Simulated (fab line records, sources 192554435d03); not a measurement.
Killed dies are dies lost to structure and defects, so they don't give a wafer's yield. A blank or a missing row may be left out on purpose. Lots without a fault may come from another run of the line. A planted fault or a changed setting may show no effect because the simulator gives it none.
fab line records | flow n5_finfet
record lots=6 wafers=18 last_day=18
route steps=1938 shown MIM_TOP_LITHO@1839 MIM_TOP_ETCH@1851 PASSIVATION@1936
lots that met no fault: from a run of the same line without faults
start_h: hours from the record's first day to the start of the lot's first wafer shown | wait_h: hours since the lot's step before | " the same as in the row above | L1.1+2: a row that stands for several wafers | - no value, or no start given | * or withheld: withheld | < > ~ a bound
route shown NAME@n: a module of which the file shows steps, and the number in the route of the first | usual: mean/standard deviation of fault-free wafers | same: alike in all rows | chamber/n: place in a boat | sites: the reading at each site | _std_site: their standard deviation | _edge_site: outer sites' mean less inner sites' | radius_mm: how far each site lies from the wafer's centre | mask NAME#n: copy n | behind: the tool/chamber that last shaped the wafer | hold: why the lot was held/for how many hours/how that ended | device: the transistor (n, p or np) that didn't switch | end of line: the same wafers' tests at the end of the route | a step without rows: its recipe alone | killed: dies lost to structure and defects at the first sort, not the wafer's yield | map: a wafer's dies, x killed, . not, _ none there
set.NAME: the setting as run; set.NAME@STEP: as run at that earlier step | model.NAME: the simulator's own value behind a step, which no gauge read
lots at some steps of the route; a table a step, a row a wafer
services: from which hour (start_h, from the record's first day; less than 0 if before it) a tool's chamber was out of use, for how many hours, and why
## steps
# step N5_MIM_TOP_LITHO_HMDS_01
# recipe time_s=60 temp_c=120
# step N5_MIM_TOP_LITHO_COAT_02
# recipe spin_rpm=* resist_thk_nm=*
# step N5_MIM_TOP_LITHO_EBR_04
# recipe solvent=PGMEA ebr_width_mm=1.5
# step N5_MIM_TOP_LITHO_SOFTBAKE_03
# recipe temp_c=100 time_s=90
# step N5_MIM_TOP_LITHO_EXPOSE_05
# recipe mask_id=MIM_TOP na=0.55 source_shape=conventional sigma_outer=0.8 polarization=unpolarized target_cd_nm=2000 dose_mj=20.5
# step N5_MIM_TOP_LITHO_PEB_06
# recipe peb_temp_c=withheld peb_time_s=*
# step N5_MIM_TOP_LITHO_DEVELOP_07
# recipe develop_time_s=60 rinse_liquid=diw dry=air_spin dev_temp_c=21
# step N5_MIM_TOP_LITHO_HARDBAKE_09
# recipe temp_c=130 time_s=120
# step N5_MIM_TOP_LITHO_CD_MEAS_08
# recipe target_cd_nm=2000 landing_energy_ev=500 detector=se_inlens
# usual cd_nm=2001.1/1.8
# columns lot.wafer tool chamber start_h wait_h cd_nm
L989.1 cd_sem-03 0 301.45 - 2000.1
L989.3 " 0 " " 2002.2
L989.6 " 0 " " 1999.0
L993.2 cd_sem-01 0 331.08 - 1999.5
L993.3 " 0 " " 1998.4
L993.6 " 0 " " 1998.8
L996.1 cd_sem-03 0 361.49 - 2000.8
L996.2 " 0 " " 2003.1
L996.4 " 0 " " 2001.0
L107.1 cd_sem-03 0 406.35 - 2000.1
L107.2 " 0 " " 2000.3
L107.5 " 0 " " 2002.6
L106.2 cd_sem-02 0 416.72 - 1999.9
L106.4 " 0 " " 1998.6
L106.6 " 0 " " 1998.3
L108.3 cd_sem-01 0 427.77 - 2001.5
L108.4 " 0 " " 1999.1
L108.6 " 0 " " 2001.1
# step N5_MIM_TOP_LITHO_OVL_MEAS_11
# recipe points_per_wafer=44
# usual MIM_TOP_OVL=-2/5.9
# columns lot.wafer tool chamber start_h wait_h MIM_TOP_OVL[nm]
L989.1 overlay-02 0 301.48 0.0 -13
L989.3 " 0 " " -5
L989.6 " 0 " " 9
L993.2 overlay-02 0 331.11 0.0 2
L993.3 " 0 " " -3
L993.6 " 0 " " -4
L996.1 overlay-01 0 361.52 0.0 0
L996.2 " 0 " " -9
L996.4 " 0 " " -13
L107.1 overlay-01 0 406.38 0.0 5
L107.2 " 0 " " 1
L107.5 " 0 " " 4
L106.2 overlay-02 0 416.74 0.0 -10
L106.4 " 0 " " -1
L106.6 " 0 " " 7
L108.3 overlay-02 0 427.80 0.0 -3
L108.4 " 0 " " -1
L108.6 " 0 " " 1
# step N5_MIM_TOP_LITHO_INSPECT_12
# recipe mode=adi inspect_instrument=macro
# usual raw_defect_count=2.2/1.5
# columns lot.wafer tool chamber start_h wait_h raw_defect_count
L989.1 defect_inspect-01 - 301.50 0.0 2
L989.3 " - " " 0
L989.6 " - " " 1
L993.2 defect_inspect-01 - 331.13 0.0 2
L993.3 " - " " 2
L993.6 " - " " 5
L996.1 defect_inspect-02 - 361.54 0.0 2
L996.2 " - " " 3
L996.4 " - " " 2
L107.1 defect_inspect-01 - 406.40 0.0 2
L107.2 " - " " 1
L107.5 " - " " 2
L106.2 defect_inspect-01 - 416.77 0.0 2
L106.4 " - " " 4
L106.6 " - " " 2
L108.3 defect_inspect-02 - 427.82 0.0 0
L108.4 " - " " 3
L108.6 " - " " 3
# step N5_MIM_TOP_LITHO_DESCUM_10
# recipe chemistry=O2 time_s=7.9 source_power_w=50 bias_power_w=20 pressure_mtorr=20 rf_frequency_hz=2.712e+07 temp_c=40 o2_flow_sccm=225
# usual bias_power_w=19.99/0.062 drypump_motor_current_A=5.8/0.42 oes_product_au=0.84/0.094 rf_vpp_V=243.6/1.3 showerhead_plenum_p_Torr=2.12/0.077 throttle_valve_pct=20.40/0.25
# columns lot.wafer tool chamber start_h wait_h bias_power_w drypump_motor_current_A oes_product_au rf_hours_counter_h rf_vpp_V showerhead_plenum_p_Torr throttle_valve_pct
L989.1 rie_diel-02 0 301.53 0.0 20.18 5.8 0.90 28 245.7 2.23 20.14
L989.3 " 2 " " 20.00 6.4 0.77 112 244.8 2.21 20.53
L989.6 " 1 " " 20.13 5.8 0.68 - 244.7 2.15 20.72
L993.2 rie_diel-05 0 331.64 0.5 19.95 5.6 0.97 3 241.8 2.07 20.55
L993.3 " 3 " " 19.98 6.1 0.70 221 242.8 2.06 20.52
L993.6 " 3 " " 20.10 6.1 0.70 - 242.2 2.06 20.55
L996.1 rie_diel-04 1 361.67 0.1 20.02 5.3 0.92 13 244.0 2.16 20.74
L996.2 " 0 " " 19.93 5.6 0.74 147 242.0 2.01 20.19
L996.4 " 0 " " 19.95 5.6 0.74 - 242.0 2.01 20.18
L107.1 rie_diel-04 2 406.60 0.2 20.02 6.1 0.94 13 245.6 2.23 19.95
L107.2 " 1 " " 20.04 5.3 0.88 30 244.4 2.16 20.77
L107.5 " 0 " " 19.95 5.6 0.73 - 242.0 2.00 20.21
L106.2 rie_diel-05 2 416.80 0.0 20.08 5.5 0.92 23 243.5 2.16 20.08
L106.4 " 1 " " 19.99 6.5 0.87 - 246.2 2.20 20.35
L106.6 " 2 " " 20.01 5.5 0.91 - 243.6 2.16 20.09
L108.3 rie_diel-05 2 428.46 0.6 20.03 5.5 0.89 29 244.4 2.16 20.09
L108.4 " 0 " " 19.98 5.6 0.91 - 242.2 2.06 20.59
L108.6 " 1 " " 20.03 6.5 0.84 - 245.1 2.20 20.36
# step N5_MIM_TOP_ETCH_ETCH_00
# recipe chemistry=Cl2/BCl3 target=TiN target_depth_a=385 ion_energy_ev=150 pressure_mtorr=10 icp_w=1000 bias_w=126 Cl2_flow_sccm=53.25 bcl3_flow_sccm=21.75 Ar_flow_sccm=25
# usual bias_w=126.0/0.36 drypump_motor_current_A=5.5/0.43 he_backside_leak_sccm=3.4/0.34 mfc_cl2_sccm=53.25/0.16 oes_product_au=0.80/0.11 throttle_valve_pct=22.77/0.22
# columns lot.wafer tool chamber start_h wait_h bias_w drypump_motor_current_A he_backside_leak_sccm mfc_cl2_sccm oes_product_au rf_hours_counter_h throttle_valve_pct
L989.1 rie_metal-02 1 301.62 0.1 126.3 6.1 3.5 53.25 0.79 30 22.84
L989.3 " 1 " " 126.6 6.1 3.4 53.11 0.79 - 22.84
L989.6 " 1 " " 126.5 6.2 3.5 53.34 0.80 - 22.84
L993.2 rie_metal-03 0 331.72 0.1 125.8 5.2 3.3 36.58 0.66 97 21.15
L993.3 " 0 " " 125.7 5.2 3.4 36.73 0.65 - 21.17
L993.6 " 1 " " 125.9 5.1 3.1 36.59 0.67 - 20.66
L996.1 rie_metal-03 1 361.79 0.1 126.6 5.1 3.1 36.50 0.66 102 20.66
L996.2 " 0 " " 125.8 5.2 3.1 36.63 0.65 99 21.17
L996.4 " 1 " " 125.7 5.1 3.3 36.34 0.66 - 20.65
L107.1 rie_metal-02 1 406.69 0.1 126.2 6.1 3.7 53.08 0.77 40 22.87
L107.2 " 0 " " 125.5 5.2 3.8 53.31 0.89 11 22.69
L107.5 " 0 " " 125.9 5.2 3.7 53.33 0.90 - 22.67
L106.2 rie_metal-03 1 417.09 0.3 125.3 5.1 3.3 53.63 0.97 - 22.42
L106.4 " 1 " " 126.3 5.1 3.2 53.31 0.97 - 22.43
L106.6 " 1 " " 126.3 5.1 3.1 53.47 0.97 - 22.42
L108.3 rie_metal-02 1 428.59 0.1 125.8 6.2 3.6 53.09 0.76 - 22.85
L108.4 " 0 " " 125.7 5.2 3.7 53.12 0.89 - 22.69
L108.6 " 0 " " 126.3 5.2 3.7 53.12 0.89 - 22.69
# step N5_MIM_TOP_ETCH_STRIP_01
# recipe chemistry=O2 power_w=600 temp_c=60 pressure_mtorr=30 rf_frequency_hz=6e+07 bias_power_w=0 overash_fraction=0.5 o2_flow_sccm=225
# usual drypump_motor_current_A=5.7/0.53 oes_product_au=0.76/0.067 rf_vpp_V=3.5/1.4 showerhead_plenum_p_Torr=2.10/0.059 throttle_valve_pct=16.73/0.24
# same bias_power_w=0
# columns lot.wafer tool chamber start_h wait_h drypump_motor_current_A oes_product_au rf_hours_counter_h rf_vpp_V showerhead_plenum_p_Torr throttle_valve_pct
L989.1 rie_diel-01 2 301.76 0.1 5.9 0.76 140 2.2 2.20 16.83
L989.3 " 3 " " 6.3 0.83 79 4.7 2.04 16.38
L989.6 " 3 " " 6.3 0.83 - 3.0 2.04 16.45
L993.2 rie_diel-06 2 331.86 0.1 5.9 0.71 202 5.6 2.15 16.68
L993.3 " 0 " " 6.6 0.84 80 1.9 2.12 16.17
L993.6 " 2 " " 5.9 0.70 - 2.3 2.15 16.62
L996.1 rie_diel-01 1 361.94 0.1 5.8 0.68 244 4.1 1.99 16.95
L996.2 " 0 " " 6.0 0.68 227 2.9 2.09 17.05
L996.4 " 2 " " 5.9 0.75 156 1.2 2.20 16.89
L107.1 rie_diel-06 0 406.91 0.2 6.6 0.82 104 2.7 2.11 16.22
L107.2 " 2 " " 5.9 0.69 228 6.0 2.14 16.66
L107.5 " 0 " " 6.6 0.82 - 2.9 2.11 16.15
L106.2 rie_diel-06 3 417.34 0.2 6.0 0.70 220 3.5 2.09 16.77
L106.4 " 2 " " 5.9 0.69 233 1.4 2.14 16.69
L106.6 " 1 " " 5.2 0.80 - 3.7 2.12 16.81
L108.3 rie_diel-03 2 428.86 0.2 5.1 0.75 143 5.2 2.12 16.78
L108.4 " 1 " " 5.0 0.77 152 1.5 2.01 16.99
L108.6 " 1 " " 5.0 0.78 - 3.1 2.01 17.03
# step N5_PASSIVATION_PROBE_49
# usual defect_limited_yield=91.6/1.4 killed_at_M0_to_M3=35/10 killed_at_M4_up=13/4.8 killed_at_contacts=12/7.2 killed_at_front_end=36/12 killed_at_other=4/3.1 killed_dies=100/17 killed_open=66/13 killed_short=32/7.3 sort_bin_5_function=5.0/0.94 sort_bin_6_memory=3.1/0.67 sort_bin_8_speed=0.01/0.047 sort_n_pass=1080/17 sort_yield_pct=91.6/1.4
# same gross_dies=1180 killed_at_back_side=0 sort_bin_4_leakage[%]=0
# columns lot.wafer tool chamber start_h wait_h defect_limited_yield[%] killed_at_M0_to_M3 killed_at_M4_up killed_at_contacts killed_at_front_end killed_at_other killed_dies killed_open killed_short sort_bin_5_function[%] sort_bin_6_memory[%] sort_bin_8_speed[%] sort_n_pass sort_yield_pct[%]
L107.1 prober-01 - 418.56 0.0 91.7 22 20 8 44 4 98 71 27 4.5 3.4 0 1082 91.7
L107.2 prober-01 - 418.61 0.1 92.4 49 8 1 29 3 90 65 24 4.1 3.2 0 1090 92.4
L107.5 prober-01 - 418.76 0.2 92.0 38 7 5 44 0 94 59 35 5.0 2.6 0 1086 92.0
L106.2 prober-02 - 428.03 0.1 91.9 47 14 5 28 1 95 67 27 4.8 3.1 0 1085 91.9
L106.4 prober-02 - 428.13 0.2 92.3 22 11 11 42 5 91 63 28 4.2 3.3 0 1089 92.3
L106.6 prober-02 - 428.23 0.3 91.9 44 16 8 25 3 96 71 24 5.0 3.0 0 1084 91.9
# killed by level:class
L107.1 STI_FIN_REVEAL:geometric_particle:open=12 BEOL_M4:geometric_particle:open=10 MOL_CONTACT_COAG:geometric_particle:open=8 BEOL_M2:geometric_particle:open=6 GATE_CUT:geometric_particle:short=5 FIN_SAQP:geometric_particle:open=4 FIN_SAQP:geometric_particle:short=4 BEOL_M0_SAQP:geometric_particle:open=4
L107.2 STI_FIN_REVEAL:geometric_particle:open=10 BEOL_M2:geometric_particle:open=10 BEOL_M3:geometric_particle:open=10 BEOL_M0_SAQP:geometric_particle:open=9 BEOL_M0_SAQP:geometric_particle:short=7 BEOL_M1:geometric_particle:open=7 DUMMY_GATE:geometric_particle:open=5 BEOL_M4:geometric_particle:open=5
L107.5 BEOL_M0_SAQP:geometric_particle:open=16 STI_FIN_REVEAL:geometric_particle:open=9 BEOL_M0_SAQP:geometric_particle:short=9 FIN_SAQP:geometric_particle:open=8 GATE_CUT:geometric_particle:short=8 FIN_SAQP:geometric_particle:short=5 MOL_CONTACT_COAG:geometric_particle:open=4 BEOL_M1:geometric_particle:open=4
L106.2 BEOL_M2:geometric_particle:open=16 BEOL_M3:geometric_particle:open=12 BEOL_M0_SAQP:geometric_particle:short=7 STI_FIN_REVEAL:geometric_particle:open=6 GATE_CUT:geometric_particle:short=5 MOL_CONTACT_COAG:geometric_particle:open=5 BEOL_M0_SAQP:geometric_particle:open=4 BEOL_M5:geometric_particle:short=4
L106.4 STI_FIN_REVEAL:geometric_particle:open=16 MOL_CONTACT_COAG:geometric_particle:open=9 BEOL_M2:geometric_particle:open=6 STI_FIN_REVEAL:geometric_particle:short=5 BEOL_M0_SAQP:geometric_particle:open=5 FIN_SAQP:geometric_particle:open=4 GATE_CUT:geometric_particle:open=4 BEOL_M5:geometric_particle:open=4
L106.6 BEOL_M2:geometric_particle:open=16 BEOL_M0_SAQP:geometric_particle:open=7 BEOL_M3:geometric_particle:open=7 FIN_SAQP:geometric_particle:open=6 BEOL_M2:geometric_particle:short=6 MOL_CONTACT_COAG:geometric_particle:open=6 BEOL_M4:geometric_particle:open=6 STI_FIN_REVEAL:geometric_particle:open=5
## services
# columns tool chamber start_h hours kind
rie_diel-03 - 281.46 14.6 pm
rie_diel-05 2 293.30 10.5 repair
rie_diel-05 - 300.33 0.8 repair
rie_diel-02 0 304.01 13.7 repair
rie_diel-05 0 304.85 - clean
rie_diel-05 0 304.85 - consumable_replace:focus_ring
rie_diel-05 0 304.85 18.9 scheduled_down
rie_diel-05 0 304.85 18.9 vent_cycle
rie_diel-05 2 324.63 - clean
rie_diel-05 2 324.63 - consumable_replace:focus_ring
rie_diel-05 2 324.63 16.0 scheduled_down
rie_diel-05 2 324.63 16.0 vent_cycle
rie_diel-04 - 328.22 20.3 repair
rie_diel-02 2 329.23 17.8 repair
rie_diel-05 - 333.67 14.6 pm
rie_diel-03 0 348.81 7.2 repair
rie_diel-05 0 359.71 4.8 repair
rie_diel-04 3 360.47 4.1 repair
rie_diel-02 1 377.18 19.5 repair
rie_diel-06 3 390.17 4.9 repair
rie_diel-04 1 399.45 5.4 repair
rie_diel-02 3 410.07 7.9 repair
rie_diel-01 0 412.31 8.5 repair
rie_diel-05 0 420.52 6.9 repair
## key
first_sign step=N5_MIM_TOP_ETCH_ETCH_00 reading=mfc_cl2_sccm direction=down sigmas=99+ usual=53.25 struck=36.56
effect step=N5_MIM_TOP_ETCH_ETCH_00 reading=throttle_valve_pct direction=down sigmas=8.4 usual=* struck=*
met_at N5_MIM_TOP_ETCH_ETCH_00
struck_wafers L993.2,L993.3,L993.6,L996.1,L996.2,L996.4
fault kind=process_parameter_drift tool=rie_metal-03 chamber=- onset_h=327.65 steps=N5_MIM_TOP_ETCH_ETCH_00 channel=Cl2_flow_sccm offset=-16.761 shape=step end_h=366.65 acts_in=these_recipes_only stated=53.25
